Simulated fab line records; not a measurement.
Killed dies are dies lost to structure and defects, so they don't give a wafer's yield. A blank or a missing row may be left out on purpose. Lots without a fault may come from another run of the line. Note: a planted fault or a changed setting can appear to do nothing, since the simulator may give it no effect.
Chamber matching | flow n5-finfet | 4 sister chambers for N5_SD_EPI_N_LINER_46 on ald-sin-02
The step material SiNx, target thk 3 nm. 4 wafers are shown with their chamber, then 9 later ones without.

## WAFERS, EACH WITH ITS CHAMBER
wafer  | chamber | heater-power-w (W)
L082.4 | 0       | 859
L084.3 | 2       | 805
L089.2 | 3       | 1016
L089.6 | 1       | 768

## WAFERS WITHOUT THEIR CHAMBER
wafer  | heater-power-w (W)
L094.2 | 753
L094.3 | 1002
L094.5 | 818
L095.1 | 831
L095.4 | 770
L095.5 | 736
L096.1 | 993
L096.4 | 753
L096.6 | 823

## CHAMBER TAKEN BY EACH
wafer  | from the rows above          | in truth
L094.2 | can't be placed: 1 or 2      | 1
L094.3 | 3                            | 3
L094.5 | can't be placed: 2 or 0 or 1 | 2
L095.1 | can't be placed: 2 or 0 or 1 | 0
L095.4 | can't be placed: 1 or 2      | 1
L095.5 | can't be placed: 1 or 2      | 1
L096.1 | 3                            | 3
L096.4 | can't be placed: 1 or 2      | 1
L096.6 | can't be placed: 2 or 0 or 1 | 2
Correct placement for 2 of the 9. These rows do not allow placing 7 (true chamber among the candidates in 7). 0 placed wrongly.
How it was worked out, from the rows above alone: a wafer's distance from a chamber is the root of the sum, over the readings, of the square of ((its reading less the chamber's mean) divided by the reading's scatter). The wafer belongs to the nearest chamber; if the next one is less than 2 further off, it can't be placed. Each chamber's mean is taken over the wafers shown for it. The scatter (one wafer shown for each chamber): square how far every hidden wafer sits from the nearest shown wafer, average those squares and take the square root.
